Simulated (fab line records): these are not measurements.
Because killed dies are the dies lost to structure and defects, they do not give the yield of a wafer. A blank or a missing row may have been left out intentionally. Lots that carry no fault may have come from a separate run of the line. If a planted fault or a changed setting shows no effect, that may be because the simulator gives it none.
Lot-split experiment | flow n5_finfet | on a route of 1938 steps: 7 lots, 39 wafers read

## THE SPLIT
At N5_SD_EPI_N_ETCH_16 (etches SiO2 in CHF3/O2, target depth 5 nm), the setting target_depth_a was moved away from the recipe's 50 angstrom on 18 of the 39 wafers read, by -40.1% to +26.7%. For the rest of the wafers, this setting stayed at what the recipe calls for.

Reading taken at the split's own step.

## THE READING
etch.depth_nm (the simulator's own value, which no gauge read), in nm, at N5_SD_EPI_N_ETCH_16 (etches SiO2 in CHF3/O2, target depth 5 nm). There is no usual value for it anywhere in the file. Across the 21 wafers here that went through the recipe, the average is 4.985 nm and the standard deviation 0.1 nm.

wafer  | tool, chamber at the split | target_depth_a as run, angstrom | against the recipe | etch.depth_nm, nm | against lot-mates on the recipe
L074.1 | rie_diel-04, 0             | 30.48                           | -39.0%             | 3.091             | -1.935
L074.2 | rie_diel-04, 2             | 50                              | recipe             | 4.931             | -
L074.3 | rie_diel-04, 3             | 50                              | recipe             | 5.049             | -
L074.4 | rie_diel-04, 1             | 50                              | recipe             | 5.098             | -
L074.5 | rie_diel-04, 2             | 30.48                           | -39.0%             | 3.02              | -2.006
L074.6 | rie_diel-04, 1             | 30.48                           | -39.0%             | 3.09              | -1.936
L076.1 | rie_diel-01, 2             | 50                              | recipe             | 5.03              | -
L076.2 | rie_diel-01, 0             | 50                              | recipe             | 5.034             | -
L076.3 | rie_diel-01, 1             | 50                              | recipe             | 4.888             | -
L076.4 | rie_diel-01, 3             | 29.97                           | -40.1%             | 2.998             | -1.986
L076.5 | rie_diel-01, 1             | 29.97                           | -40.1%             | 2.942             | -2.042
L076.6 | rie_diel-01, 2             | 29.97                           | -40.1%             | 3.039             | -1.945
L080.1 | rie_diel-05, 3             | 58.34                           | +16.7%             | 5.494             | +0.549
L080.2 | rie_diel-05, 1             | 58.34                           | +16.7%             | 5.956             | +1.011
L080.3 | rie_diel-05, 0             | 58.34                           | +16.7%             | 5.861             | +0.916
L080.4 | rie_diel-05, 1             | 50                              | recipe             | 5.108             | -
L080.5 | rie_diel-05, 3             | 50                              | recipe             | 4.687             | -
L080.6 | rie_diel-05, 0             | 50                              | recipe             | 5.04              | -
L087.1 | rie_diel-04, 3             | 59.07                           | +18.1%             | 6.082             | +1.094
L087.2 | rie_diel-04, 2             | 50                              | recipe             | 5.022             | -
L087.3 | rie_diel-04, 0             | 50                              | recipe             | 4.862             | -
L087.4 | rie_diel-04, 1             | 59.07                           | +18.1%             | 5.92              | +0.932
L087.5 | rie_diel-04, 2             | 50                              | recipe             | 5.079             | -
L087.6 | rie_diel-04, 3             | 59.07                           | +18.1%             | 6.013             | +1.025
L092.1 | rie_diel-01, 2             | 50                              | recipe             | 5.034             | -
L092.2 | rie_diel-01, 1             | 41.64                           | -16.7%             | 4.028             | -1.025
L092.3 | rie_diel-01, 3             | 41.64                           | -16.7%             | 4.201             | -0.852
L092.4 | rie_diel-01, 0             | 41.64                           | -16.7%             | 4.107             | -0.946
L092.5 | rie_diel-01, 2             | 50                              | recipe             | 5.047             | -
L092.6 | rie_diel-01, 3             | 50                              | recipe             | 5.078             | -
L096.2 | rie_diel-05, 3             | 50                              | recipe             | 5.002             | -
L096.4 | rie_diel-05, 1             | 50                              | recipe             | 5.063             | -
L096.5 | rie_diel-05, 3             | 50                              | recipe             | 4.999             | -
L097.1 | rie_diel-01, 2             | 50                              | recipe             | 4.871             | -
L097.2 | rie_diel-01, 3             | 63.36                           | +26.7%             | 6.276             | +1.397
L097.3 | rie_diel-01, 0             | 63.36                           | +26.7%             | 6.262             | +1.383
L097.4 | rie_diel-01, 1             | 63.36                           | +26.7%             | 6.082             | +1.203
L097.5 | rie_diel-01, 0             | 50                              | recipe             | 4.952             | -
L097.6 | rie_diel-01, 1             | 50                              | recipe             | 4.814             | -

FIT RESULTS
A straight line over all 39 wafers: etch.depth_nm changes by +0.0493 nm for each +1% of target_depth_a; r = +0.99; the points scatter about the line by 0.12 nm.
The same after taking each lot's own level away (the mean of its wafers on the recipe; 39 wafers): +0.0507 nm for each +1%; r = +0.99; scatter 0.11 nm.
Per that fit: largest target_depth_a move, reading shift of 2 nm.
The lots' own levels span 4.8790 to 5.0530 nm, that is 1.7 times the standard deviation above.
The two slopes are in agreement: the lot-to-lot level therefore moves the slope only a little.
Check: for one of the wafers moved furthest among these (-40.1%), held out of the fit, the line's prediction against its lot-mates is -2.04 nm. Against them it came out at -1.99 nm.

## OTHER SPLITS APPLIED TO THESE WAFERS
Other splits were also applied to these wafers ahead of the reading. Each is held against what the fit with the lots' levels taken away leaves over:
other split on the same wafers | wafers away from the commonest value | r with etch.depth_nm (lot level and that fit taken away)
N5_ZERO_LAYER_PECVD_02 time_s  | 15                                   | +0.02

## FILE'S OWN FIT
etch.depth_nm changes by +0.0507 nm for each +1% of target_depth_a, r = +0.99.
